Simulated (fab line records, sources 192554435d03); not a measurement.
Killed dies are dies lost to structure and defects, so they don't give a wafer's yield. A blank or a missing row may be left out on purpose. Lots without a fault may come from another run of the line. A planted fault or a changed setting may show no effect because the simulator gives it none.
fab line records | flow n5_finfet
record lots=6 wafers=18 last_day=17
route steps=1938 shown BEOL_M3@937 BEOL_M4@1111 PASSIVATION@1936
lots that met no fault: from a run of the same line without faults
start_h: hours from the record's first day to the start of the lot's first wafer shown | wait_h: hours since the lot's step before | " the same as in the row above | L1.1+2: a row that stands for several wafers | - no value, or no start given | * or withheld: withheld | < > ~ a bound
route shown NAME@n: a module of which the file shows steps, and the number in the route of the first | usual: mean/standard deviation of fault-free wafers | same: alike in all rows | chamber/n: place in a boat | sites: the reading at each site | _std_site: their standard deviation | _edge_site: outer sites' mean less inner sites' | radius_mm: how far each site lies from the wafer's centre | mask NAME#n: copy n | behind: the tool/chamber that last shaped the wafer | hold: why the lot was held/for how many hours/how that ended | device: the transistor (n, p or np) that didn't switch | end of line: the same wafers' tests at the end of the route | a step without rows: its recipe alone | killed: dies lost to structure and defects at the first sort, not the wafer's yield | map: a wafer's dies, x killed, . not, _ none there
set.NAME: the setting as run; set.NAME@STEP: as run at that earlier step | model.NAME: the simulator's own value behind a step, which no gauge read
lots at some steps of the route; a table a step, a row a wafer
services: from which hour (start_h, from the record's first day; less than 0 if before it) a tool's chamber was out of use, for how many hours, and why
## steps
# step N5_BEOL_M3_COAT_73
# recipe resist=underlayer temp_c=205 time_s=60 spin_rpm=1500 resist_thk_nm=5
# step N5_BEOL_M3_COAT_05
# recipe resist=CAR-EUV spin_rpm=1500 resist_thk_nm=30
# step N5_BEOL_M3_EBR_07
# recipe solvent=PGMEA ebr_width_mm=1.5
# step N5_BEOL_M3_SOFTBAKE_06
# recipe temp_c=110 time_s=60 resist=CAR-EUV
# step N5_BEOL_M3_EXPOSE_08
# recipe mask_id=M3 na=0.33 source_shape=dipole sigma_inner=0.369 sigma_outer=0.767 polarization=unpolarized dose_mj=33
# step N5_BEOL_M3_PEB_09
# recipe peb_temp_c=100 peb_time_s=60 resist=CAR-EUV
# step N5_BEOL_M3_DEVELOP_10
# recipe develop_time_s=30 developer=TMAH resist=CAR-EUV rinse_liquid=surfactant_rinse dry=air_spin dev_temp_c=23
# step N5_BEOL_M3_CD_MEAS_11
# recipe target_cd_nm=17.05 landing_energy_ev=500 detector=se_inlens polarity=opening
# usual cd_nm=17.19/0.24
# columns lot.wafer tool chamber start_h wait_h cd_nm
L160.2 cd_sem-02 0 158.04 - 17.12
L160.3 " 0 " " 17.24
L160.6 " 0 " " 17.05
L164.2 cd_sem-02 0 175.08 - 17.58
L164.3 " 0 " " 17.29
L164.6 " 0 " " 17.47
L172.2 cd_sem-02 0 232.87 - 17.23
L172.3 " 0 " " 16.95
L172.4 " 0 " " 17.47
L175.1 cd_sem-01 0 239.35 - 17.23
L175.2 " 0 " " 17.38
L175.3 " 0 " " 17.47
L179.2 cd_sem-02 0 263.03 - 17.56
L179.3 " 0 " " 17.15
L179.6 " 0 " " 16.89
L182.1 cd_sem-03 0 281.19 - 17.21
L182.2 " 0 " " 17.58
L182.6 " 0 " " 17.28
# step N5_BEOL_M3_OVL_MEAS_12
# recipe points_per_wafer=522
# usual M3_OVL=-0.1/0.68
# columns lot.wafer tool chamber start_h wait_h M3_OVL[nm]
L160.2 overlay-02 0 158.08 0.0 0.3
L160.3 " 0 " " -0.4
L160.6 " 0 " " 0.1
L164.2 overlay-02 0 175.11 0.0 -0.7
L164.3 " 0 " " 0.1
L164.6 " 0 " " -1.5
L172.2 overlay-01 0 232.90 0.0 1.4
L172.3 " 0 " " 0.7
L172.4 " 0 " " 1.4
L175.1 overlay-02 0 239.38 0.0 -0.2
L175.2 " 0 " " 1.2
L175.3 " 0 " " 0.5
L179.2 overlay-02 0 263.06 0.0 0.5
L179.3 " 0 " " 1.5
L179.6 " 0 " " -0.2
L182.1 overlay-01 0 281.22 0.0 0.0
L182.2 " 0 " " 0.2
L182.6 " 0 " " -0.1
# step N5_BEOL_M3_INSPECT_13
# recipe mode=adi inspect_instrument=brightfield
# usual raw_defect_count=458/96
# columns lot.wafer tool chamber start_h wait_h raw_defect_count
L160.2 defect_inspect-02 - 158.13 0.0 325
L160.3 " - " " 483
L160.6 " - " " 443
L164.2 defect_inspect-01 - 175.17 0.0 584
L164.3 " - " " 575
L164.6 " - " " 536
L172.2 defect_inspect-01 - 232.96 0.0 533
L172.3 " - " " 444
L172.4 " - " " 457
L175.1 defect_inspect-02 - 239.44 0.1 519
L175.2 " - " " 437
L175.3 " - " " 526
L179.2 defect_inspect-02 - 263.12 0.0 550
L179.3 " - " " 308
L179.6 " - " " 410
L182.1 defect_inspect-01 - 281.27 0.1 441
L182.2 " - " " 496
L182.6 " - " " 485
# step N5_BEOL_M3_DESCUM_16
# recipe chemistry=O2 time_s=7 source_power_w=50 bias_power_w=20 pressure_mtorr=20 rf_frequency_hz=2.712e+07 temp_c=40 resist=CAR-EUV o2_flow_sccm=225
# usual bias_power_w=20.00/0.062 chamber_pressure_mTorr=19.996/0.018 drypump_motor_current_A=5.8/0.47 oes_product_au=0.81/0.086 rf_vpp_V=242.9/1.2 showerhead_plenum_p_Torr=2.06/0.054 throttle_valve_pct=20.28/0.28
# columns lot.wafer tool chamber start_h wait_h bias_power_w chamber_pressure_mTorr drypump_motor_current_A oes_product_au rf_hours_counter_h rf_vpp_V showerhead_plenum_p_Torr throttle_valve_pct
L160.2 rie_diel-03 2 158.16 0.0 19.95 19.979 5.2 0.72 191 240.4 2.08 20.62
L160.3 " 3 " " 19.93 19.986 6.4 0.93 14 242.2 2.03 19.78
L160.6 " 3 " " 19.91 19.988 6.4 0.92 - 244.1 2.03 19.78
L164.2 rie_diel-05 1 175.50 0.3 19.96 19.951 5.4 0.83 51 243.9 2.11 20.01
L164.3 " 0 " " 19.97 20.006 6.4 0.79 99 241.3 2.03 20.54
L164.6 " 3 " " 20.13 20.003 5.5 0.96 - 244.0 2.13 20.31
L172.2 rie_diel-05 2 232.99 0.0 19.91 19.977 5.7 0.84 62 243.8 2.10 19.93
L172.3 " 3 " " 19.84 19.988 5.4 0.93 27 242.9 2.12 20.32
L172.4 " 1 " " 20.00 20.021 5.4 0.80 69 244.2 2.10 20.03
L175.1 rie_diel-05 0 239.48 0.0 20.04 19.968 6.4 0.77 121 240.9 2.02 20.59
L175.2 " 3 " " 20.07 20.008 5.5 0.93 29 244.1 2.12 20.34
L175.3 " 2 " " 19.93 20.016 5.7 0.85 65 243.0 2.10 19.93
L179.2 rie_diel-03 0 263.26 0.1 20.06 19.966 6.5 0.95 9 242.4 2.04 20.10
L179.3 " 1 " " 19.99 19.998 4.7 0.88 54 242.7 2.03 20.46
L179.6 " 2 " " 20.03 20.027 5.2 0.71 - 242.2 2.07 20.66
L182.1 rie_diel-01 0 281.31 0.0 19.95 20.010 6.0 0.71 187 243.4 2.10 20.72
L182.2 " 2 " " 20.02 20.010 5.6 0.84 69 241.6 2.03 20.31
L182.6 " 0 " " 20.00 19.976 6.0 0.71 - 243.7 2.10 20.73
# step N5_BEOL_M3_ETCH_74
# recipe chemistry=N2/H2 target=underlayer target_depth_a=65 mask_material=CAR-EUV time_s=5.2 ion_energy_ev=200 pressure_mtorr=30 source_w=840 bias_w=150 n2_flow_sccm=200 h2_flow_sccm=200 ends=cleared
# usual chamber_pressure_mTorr=30.01/0.04 drypump_motor_current_A=5.8/0.47 etch_rf_on_time_s=5.17/0.19 n2_flow_sccm=200.1/0.59 oes_product_au=0.69/0.075 rf_vpp_V=523.2/2.2 showerhead_plenum_p_Torr=2.52/0.065 throttle_valve_pct=17.78/0.25
# columns lot.wafer tool chamber start_h wait_h chamber_pressure_mTorr drypump_motor_current_A etch_rf_on_time_s n2_flow_sccm oes_product_au rf_hours_counter_h rf_vpp_V showerhead_plenum_p_Torr throttle_valve_pct
L160.2 rie_diel-03 2 158.20 0.0 29.99 5.2 5.05 199.9 0.63 191 523.8 2.52 18.10
L160.3 " 3 " " 30.10 6.4 4.85 200.0 0.80 14 522.3 2.51 17.61
L160.6 " 3 " " 30.02 6.4 4.86 199.6 0.82 - 524.5 2.51 17.62
L164.2 rie_diel-05 1 175.54 0.0 30.00 5.4 5.45 200.8 0.70 51 525.2 2.57 17.45
L164.3 " 0 " " 29.93 6.4 5.09 199.4 0.66 99 521.1 2.48 18.09
L164.6 " 3 " " 30.05 5.5 4.82 199.9 0.83 - 526.7 2.63 17.94
L172.2 rie_diel-05 2 233.03 0.0 30.06 5.7 5.21 200.3 0.71 62 525.9 2.58 17.50
L172.3 " 3 " " 29.98 5.5 4.78 199.7 0.82 27 525.3 2.63 18.03
L172.4 " 1 " " 30.03 5.4 5.44 200.0 0.68 69 525.3 2.56 17.50
L175.1 rie_diel-05 0 239.51 0.0 30.01 6.4 5.04 200.8 0.65 121 521.3 2.47 18.13
L175.2 " 3 " " 29.99 5.5 4.73 199.5 0.82 29 525.1 2.62 17.98
L175.3 " 2 " " 29.99 5.7 5.17 199.7 0.73 65 521.5 2.58 17.51
L179.2 rie_diel-03 0 263.30 0.0 29.97 6.6 5.17 200.7 0.81 9 523.5 2.48 17.46
L179.3 " 1 " " 30.00 4.7 5.12 200.3 0.74 54 521.0 2.49 18.03
L179.6 " 2 " " 29.98 5.2 4.98 200.6 0.61 - 523.2 2.50 18.16
L182.1 rie_diel-01 0 281.34 0.0 30.02 6.0 5.19 200.2 0.61 187 524.2 2.51 17.91
L182.2 " 2 " " 29.96 5.6 5.12 200.2 0.71 69 523.1 2.46 17.64
L182.6 " 0 " " 30.02 6.0 5.23 199.7 0.62 - 523.4 2.51 17.93
# step N5_BEOL_M3_ETCH_63
# recipe chemistry=CF4 target=SiARC target_depth_a=156 mask_material=CAR-EUV time_s=26 ion_energy_ev=80 pressure_mtorr=40 source_w=545 bias_w=36 Ar_flow_sccm=100 cf4_flow_sccm=100 ends=cleared
# usual chamber_pressure_mTorr=40.00/0.038 drypump_motor_current_A=5.8/0.47 etch_rf_on_time_s=25.8/0.97 oes_product_au=0.70/0.075 rf_vpp_V=183.9/0.95 showerhead_plenum_p_Torr=2.12/0.051 throttle_valve_pct=15.50/0.25
# columns lot.wafer tool chamber start_h wait_h chamber_pressure_mTorr drypump_motor_current_A etch_rf_on_time_s oes_product_au rf_hours_counter_h rf_vpp_V showerhead_plenum_p_Torr throttle_valve_pct
L160.2 rie_diel-03 2 158.21 0.0 40.05 5.2 25.8 0.62 191 184.3 2.14 15.79
L160.3 " 3 " " 40.02 6.4 24.2 0.83 14 184.5 2.11 15.12
L160.6 " 3 " " 39.99 6.4 23.9 0.82 - 183.2 2.11 15.11
L164.2 rie_diel-05 1 175.55 0.0 40.06 5.4 27.3 0.70 51 184.6 2.18 15.30
L164.3 " 0 " " 39.92 6.4 25.2 0.68 99 183.1 2.08 15.69
L164.6 " 3 " " 39.96 5.5 24.1 0.84 - 185.9 2.19 15.48
L172.2 rie_diel-05 2 233.04 0.0 40.00 5.7 18.4 0.89 62 183.9 2.15 15.11
L172.3 " 3 " " 40.04 5.5 17.1 1.01 27 185.3 2.19 15.51
L172.4 " 1 " " 40.07 5.4 19.1 0.84 69 184.1 2.17 15.36
L175.1 rie_diel-05 0 239.53 0.0 39.98 6.4 17.9 0.81 121 182.6 2.07 15.73
L175.2 " 3 " " 39.99 5.5 16.9 1.01 29 184.5 2.19 15.53
L175.3 " 2 " " 39.96 5.7 18.6 0.88 65 185.8 2.15 15.11
L179.2 rie_diel-03 0 263.31 0.0 40.02 6.6 25.4 0.81 9 183.5 2.14 15.48
L179.3 " 1 " " 40.02 4.7 25.1 0.74 54 184.0 2.10 15.78
L179.6 " 2 " " 40.00 5.2 25.1 0.61 - 184.4 2.12 15.86
L182.1 rie_diel-01 0 281.36 0.0 39.97 6.0 26.9 0.61 187 185.3 2.12 15.77
L182.2 " 2 " " 39.94 5.6 25.9 0.72 69 184.4 2.08 15.42
L182.6 " 0 " " 39.96 6.0 26.5 0.61 - 184.5 2.12 15.76
# step N5_BEOL_M3_ETCH_64
# recipe chemistry=N2/H2 target=SOC target_depth_a=750 overetch_a=150 mask_material=SiARC temp_c=40 time_s=112.5 ion_energy_ev=200 pressure_mtorr=30 source_w=840 bias_w=150 n2_flow_sccm=200 h2_flow_sccm=200
# usual chamber_pressure_mTorr=30.00/0.032 drypump_motor_current_A=5.8/0.47 n2_flow_sccm=200.1/0.56 oes_product_au=0.64/0.062 rf_vpp_V=523.2/2 showerhead_plenum_p_Torr=2.52/0.065 throttle_valve_pct=17.74/0.24
# columns lot.wafer tool chamber start_h wait_h chamber_pressure_mTorr drypump_motor_current_A n2_flow_sccm oes_product_au rf_hours_counter_h rf_vpp_V showerhead_plenum_p_Torr throttle_valve_pct
L160.2 rie_diel-03 2 158.24 0.0 30.02 5.3 199.5 0.58 191 523.9 2.52 18.05
L160.3 " 3 " " 29.92 6.4 201.0 0.72 14 523.1 2.51 17.57
L160.6 " 3 " " 30.04 6.4 200.2 0.73 - 520.9 2.51 17.57
L164.2 rie_diel-05 1 175.58 0.0 30.01 5.4 199.5 0.67 51 525.8 2.57 17.42
L164.3 " 0 " " 29.98 6.4 200.1 0.62 99 521.1 2.48 18.05
L164.6 " 3 " " 30.03 5.5 200.3 0.74 - 525.7 2.63 17.92
L172.2 rie_diel-05 2 233.07 0.0 29.97 5.7 200.7 0.68 63 523.7 2.58 17.50
L172.3 " 3 " " 29.98 5.5 200.3 0.73 27 525.8 2.63 17.93
L172.4 " 1 " " 30.12 5.4 199.8 0.64 69 525.2 2.56 17.44
L175.1 rie_diel-05 0 239.56 0.0 29.98 6.4 199.5 0.60 121 520.8 2.47 18.09
L175.2 " 3 " " 30.00 5.5 199.2 0.72 29 524.9 2.62 17.93
L175.3 " 2 " " 29.99 5.7 199.9 0.67 65 525.7 2.58 17.49
L179.2 rie_diel-03 0 263.34 0.0 30.01 6.6 199.7 0.74 9 523.2 2.48 17.41
L179.3 " 1 " " 30.05 4.7 199.9 0.67 54 521.9 2.49 18.01
L179.6 " 2 " " 30.01 5.2 200.0 0.56 - 521.2 2.50 18.07
L182.1 rie_diel-01 0 281.39 0.0 30.06 6.0 201.0 0.58 187 523.4 2.51 17.88
L182.2 " 2 " " 30.01 5.7 200.2 0.65 69 521.8 2.46 17.60
L182.6 " 0 " " 29.95 6.0 201.0 0.57 - 524.2 2.51 17.88
# step N5_BEOL_M4_RC_MEAS_101
# usual DIBL_N=37.3/2.3 DIBL_P=37.4/2.9 IOFF_N=0.18/0.045 IOFF_P=0.25/0.054 ION_N=679/15 ION_P=468/9.7 SS_N=71.8/0.62 SS_P=73.6/0.76 VT_N=248/4.1 VT_P=-248/3.6
# columns lot.wafer tool chamber start_h wait_h DIBL_N[mV/V] DIBL_P[mV/V] IOFF_N[nA/um] IOFF_P[nA/um] ION_N[uA/um] ION_P[uA/um] SS_N[mV/dec] SS_P[mV/dec] VT_N[mV] VT_P[mV]
L160.2 prober-01 0 182.72 0.2 35.3 35.3 0.13 0.23 666 466 71.9 73.4 255 -243
L160.3 " 0 " " 39.5 39.8 0.22 0.34 697 486 72.1 74.6 245 -240
L160.6 " 0 " " 38.5 39.0 0.19 0.30 684 468 72.4 74.3 248 -243
L164.2 prober-02 0 195.51 0.2 36.6 36.5 0.16 0.19 685 467 71.4 73.1 250 -252
L164.3 " 0 " " 36.4 37.9 0.15 0.21 662 459 71.6 74.0 253 -252
L164.6 " 0 " " 38.1 38.0 0.18 0.22 683 455 71.7 73.8 251 -253
L172.2 prober-02 0 260.65 0.2 36.0 35.6 0.14 0.22 664 464 71.8 73.6 254 -249
L172.3 " 0 " " 34.1 32.9 0.12 0.17 647 453 71.5 73.9 254 -251
L172.4 " 0 " " 39.3 39.4 0.22 0.28 679 471 72.1 75.0 247 -247
L175.1 prober-02 0 268.65 0.0 31.8 32.1 0.12 0.17 649 452 71.1 72.6 253 -250
L175.2 " 0 " " 33.8 35.0 0.13 0.21 653 451 71.4 72.4 254 -249
L175.3 " 0 " " 31.2 31.6 0.11 0.17 663 460 70.8 72.3 251 -252
L179.2 prober-01 0 292.18 0.2 41.3 43.0 0.27 0.40 708 496 73.1 74.5 242 -240
L179.3 " 0 " " 40.9 42.5 0.25 0.37 685 481 72.1 74.9 242 -241
L179.6 " 0 " " 39.7 41.2 0.23 0.33 675 475 71.7 74.3 245 -243
L182.1 prober-02 0 301.45 0.0 37.2 36.9 0.20 0.31 704 488 71.1 73.8 247 -243
L182.2 " 0 " " 34.1 32.9 0.12 0.21 657 469 71.4 73.2 256 -249
L182.6 " 0 " " 37.6 36.2 0.18 0.26 673 471 72.6 73.4 249 -246
# step N5_PASSIVATION_PROBE_49
# usual defect_limited_yield=91.3/1.5 killed_at_M0_to_M3=35/8.7 killed_at_M4_up=14/5.5 killed_at_contacts=11/5.6 killed_at_front_end=39/13 killed_at_other=3.7/2.2 killed_dies=103/18 killed_open=69/14 killed_short=33/7.8 sort_bin_4_leakage=0.02/0.15 sort_bin_5_function=5.1/0.99 sort_bin_6_memory=3.3/0.67 sort_bin_8_speed=0.02/0.17 sort_n_pass=1077/18 sort_yield_pct=91.2/1.5
# same gross_dies=1180 killed_at_back_side=0
# columns lot.wafer tool chamber start_h wait_h defect_limited_yield[%] killed_at_M0_to_M3 killed_at_M4_up killed_at_contacts killed_at_front_end killed_at_other killed_dies killed_open killed_short sort_bin_4_leakage[%] sort_bin_5_function[%] sort_bin_6_memory[%] sort_bin_8_speed[%] sort_n_pass sort_yield_pct[%]
L164.2 prober-02 - 305.99 0.1 91.2 41 21 4 35 3 104 68 36 0 4.7 3.6 0 1076 91.2
L164.3 prober-02 - 306.04 0.1 95.2 33 5 4 14 1 57 38 19 0 3.0 1.6 0 1123 95.2
L164.6 prober-02 - 306.19 0.3 92.7 38 10 8 22 8 86 60 26 0 3.9 3.2 0 1094 92.7
L172.2 prober-02 - 359.63 0.1 90.8 30 19 18 37 5 109 65 44 0 6.1 2.9 0 1071 90.8
L172.3 prober-02 - 359.68 0.1 91.0 36 12 16 41 1 106 65 41 0 4.7 4.0 0 1074 91.0
L172.4 prober-02 - 359.73 0.2 89.5 48 28 14 30 4 124 84 40 0 6.1 4.3 0 1056 89.5
L182.1 prober-01 - 404.94 0.0 89.7 42 17 18 43 1 121 71 48 0 6.6 3.4 0 1059 89.7
L182.2 prober-01 - 404.99 0.1 89.5 44 13 22 45 0 124 83 41 0 6.8 3.5 0 1056 89.5
L182.6 prober-01 - 405.19 0.3 89.0 46 24 10 49 1 130 79 50 0 6.4 4.0 0 1050 89.0
# killed by level:class
L164.2 STI_FIN_REVEAL:geometric_particle:open=12 BEOL_M4:geometric_particle:open=12 BEOL_M0_SAQP:geometric_particle:short=10 BEOL_M3:geometric_particle:open=10 BEOL_M0_SAQP:geometric_particle:open=7 BEOL_M2:geometric_particle:open=6 STARTING-WAFER:geometric_particle:short=4 STI_FIN_REVEAL:geometric_particle:short=3
L164.3 BEOL_M2:geometric_particle:open=9 BEOL_M0:geometric_particle:open=6 MOL_CONTACT_COAG:geometric_particle:open=4 BEOL_M2:geometric_particle:short=4 BEOL_M3:geometric_particle:open=4 STI_FIN_REVEAL:geometric_particle:open=3 ILD0:geometric_particle:short=3 BEOL_M0_SAQP:geometric_particle:short=3
L164.6 BEOL_M0_SAQP:geometric_particle:open=9 BEOL_M4:geometric_particle:open=7 BEOL_M3:geometric_particle:open=6 MOL_CONTACT_COAG:geometric_particle:open=5 BEOL_M0:geometric_particle:open=5 BEOL_M1:geometric_particle:open=5 FIN_SAQP:geometric_particle:open=4 BEOL_M2:geometric_particle:open=4
L172.2 MOL_CONTACT_COAG:geometric_particle:open=13 BEOL_M0_SAQP:geometric_particle:short=11 BEOL_M4:geometric_particle:open=10 FIN_SAQP:geometric_particle:short=9 FIN_SAQP:geometric_particle:open=7 BEOL_M0_SAQP:geometric_particle:open=7 DUMMY_GATE:geometric_particle:open=5 MOL_CONTACT_COAG:geometric_particle:short=5
L172.3 FIN_SAQP:geometric_particle:short=12 MOL_CONTACT_COAG:geometric_particle:open=12 FIN_SAQP:geometric_particle:open=11 BEOL_M0_SAQP:geometric_particle:short=11 BEOL_M0_SAQP:geometric_particle:open=9 BEOL_M3:geometric_particle:open=7 BEOL_M4:geometric_particle:open=6 MOL_CONTACT_COAG:geometric_particle:short=4
L172.4 BEOL_M4:geometric_particle:open=18 MOL_CONTACT_COAG:geometric_particle:open=14 BEOL_M3:geometric_particle:open=9 BEOL_M0_SAQP:geometric_particle:open=8 BEOL_M0_SAQP:geometric_particle:short=8 FIN_SAQP:geometric_particle:short=7 FIN_SAQP:geometric_particle:open=7 BEOL_M1:geometric_particle:open=7
L182.1 MOL_CONTACT_COAG:geometric_particle:open=14 STI_FIN_REVEAL:geometric_particle:open=11 BEOL_M3:geometric_particle:short=10 FIN_SAQP:geometric_particle:open=9 BEOL_M0_SAQP:geometric_particle:short=7 GATE_CUT:geometric_particle:short=6 BEOL_M0_SAQP:geometric_particle:open=6 BEOL_M3:geometric_particle:open=6
L182.2 BEOL_M0_SAQP:geometric_particle:open=19 MOL_CONTACT_COAG:geometric_particle:open=18 FIN_SAQP:geometric_particle:short=11 FIN_SAQP:geometric_particle:open=10 BEOL_M0_SAQP:geometric_particle:short=10 BEOL_M4:geometric_particle:open=10 STI_FIN_REVEAL:geometric_particle:open=7 MOL_CONTACT_COAG:geometric_particle:short=4
L182.6 BEOL_M0_SAQP:geometric_particle:short=14 FIN_SAQP:geometric_particle:short=12 FIN_SAQP:geometric_particle:open=12 STI_FIN_REVEAL:geometric_particle:open=12 BEOL_M0_SAQP:geometric_particle:open=11 BEOL_M4:geometric_particle:open=10 BEOL_M3:geometric_particle:open=8 MOL_CONTACT_COAG:geometric_particle:open=6
## services
# columns tool chamber start_h hours kind
rie_diel-05 3 157.68 15.8 repair
rie_diel-03 0 214.92 - clean
rie_diel-03 0 214.92 - consumable_replace:focus_ring
rie_diel-03 0 214.92 18.6 scheduled_down
rie_diel-03 0 214.92 18.6 vent_cycle
rie_diel-05 3 215.50 3.4 repair
rie_diel-05 1 223.62 5.1 repair
rie_diel-01 1 235.70 - clean
rie_diel-01 1 235.70 - consumable_replace:focus_ring
rie_diel-01 1 235.70 - consumable_replace:showerhead
rie_diel-01 1 235.70 14.6 scheduled_down
rie_diel-01 1 235.70 14.6 vent_cycle
rie_diel-01 3 248.54 4.6 repair
rie_diel-03 - 271.79 0.6 repair
## key
first_sign step=N5_BEOL_M3_ETCH_63 reading=etch_rf_on_time_s direction=down sigmas=8 usual=* struck=*
effect step=N5_BEOL_M3_ETCH_63 reading=oes_product_au direction=up sigmas=2.8 usual=0.70 struck=0.91
met_at N5_BEOL_M3_ETCH_63
struck_wafers L172.2,L172.3,L172.4,L175.1,L175.2,L175.3
onset_between 175.55 233.04
fault kind=process_parameter_drift tool=rie_diel-05 chamber=- onset_h=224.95 steps=N5_BEOL_M3_ETCH_63 channel=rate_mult offset=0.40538 shape=step end_h=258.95
